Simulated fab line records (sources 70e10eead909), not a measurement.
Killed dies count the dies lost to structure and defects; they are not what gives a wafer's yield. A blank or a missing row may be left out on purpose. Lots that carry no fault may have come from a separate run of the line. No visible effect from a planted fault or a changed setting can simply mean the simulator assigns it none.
Chamber matching	flow nand-harc	NHARC_A_STAIRCASE_DESCUM_168 on rie-diel-04 has 4 sister chambers
The step chemistry O2, time 3 s. 33 wafers are shown with their chamber, then 12 later ones without.

== WAFERS PAIRED WITH THEIR CHAMBERS ==
wafer	chamber	showerhead-plenum-p-Torr (Torr)	rf-vpp-V (V)	oes-product-au (a.u.)
L076.2	3	2.00	58.7	1.002
L076.4	1	2.02	59.4	0.992
L076.6	3	2.00	58.1	0.999
L080.1	1	2.02	58.5	0.989
L080.5	2	1.82	58.1	1.004
L080.6	1	2.02	57.6	0.976
L084.1	1	2.02	59.2	0.990
L084.2	0	1.93	56.7	0.987
L084.5	1	2.02	58.5	0.986
L082.2	2	1.82	57.3	1.005
L082.4	0	1.93	57.8	0.999
L082.5	0	1.93	59.2	0.985
L083.1	2	1.82	57.8	0.998
L083.4	1	2.02	58.0	0.992
L083.6	0	1.93	57.3	1.001
L086.1	2	1.82	55.8	0.980
L086.2	3	1.99	59.3	0.985
L086.4	0	1.93	58.7	0.990
L088.1	1	2.02	57.0	0.991
L088.3	2	1.82	58.9	0.990
L088.4	0	1.93	57.5	0.973
L087.2	1	2.01	58.7	0.997
L087.3	0	1.93	58.9	0.989
L087.4	2	1.82	58.9	1.002
L085.1	3	1.99	58.1	0.985
L085.3	1	2.01	56.7	0.998
L085.6	2	1.82	57.2	0.991
L085.2	2	1.82	57.1	0.990
L085.4	0	1.93	59.1	0.983
L085.5	1	2.01	59.3	0.997
L089.2	2	1.82	56.5	0.988
L089.4	3	1.99	57.2	0.999
L089.5	2	1.82	57.8	0.996

SIGNATURES (averages over the wafers above)
reading	chamber 0	chamber 1	chamber 2	chamber 3	scatter within a chamber
showerhead-plenum-p-Torr	1.9300	2.0170	1.8200	1.9940	0.00337
rf-vpp-V	58.150	58.290	57.540	58.280	0.936
oes-product-au	0.98838	0.99080	0.99440	0.99400	0.00784
Rule: for a wafer and a chamber, the distance is found by dividing, reading by reading, the gap between the wafer's reading and the chamber's mean by the reading's scatter, squaring, summing and taking the root. If the next closest chamber is less than 2 further off than the closest, the wafer can't be placed; otherwise it belongs to the closest. The scatter is the square root of a quotient: the sum, over the shown wafers, of each reading's squared deviation from its chamber's mean, divided by wafers minus chambers.

== WAFERS WITHOUT THEIR CHAMBER ==
wafer	showerhead-plenum-p-Torr (Torr)	rf-vpp-V (V)	oes-product-au (a.u.)
L091.1	1.81	57.8	0.997
L091.4	1.93	57.4	0.989
L091.5	1.81	57.6	1.007
L093.1	1.93	57.9	0.994
L093.3	1.81	57.7	0.995
L093.4	1.99	58.3	0.997
L092.1	1.99	58.2	0.997
L092.3	2.01	58.7	1.006
L092.5	1.98	56.9	0.997
L096.1	2.01	58.1	0.991
L096.2	1.81	57.3	0.998
L096.3	1.98	57.5	0.998

== CHAMBER TAKEN BY EACH ==
wafer	from the rows above	in truth
L091.1	2	2
L091.4	0	0
L091.5	2	2
L093.1	0	0
L093.3	2	2
L093.4	3	3
L092.1	3	3
L092.3	1	1
L092.5	3	3
L096.1	1	1
L096.2	2	2
L096.3	3	3
12 of 12 placed correctly. From these rows, 0 cannot be placed. Wrongly placed: 0.
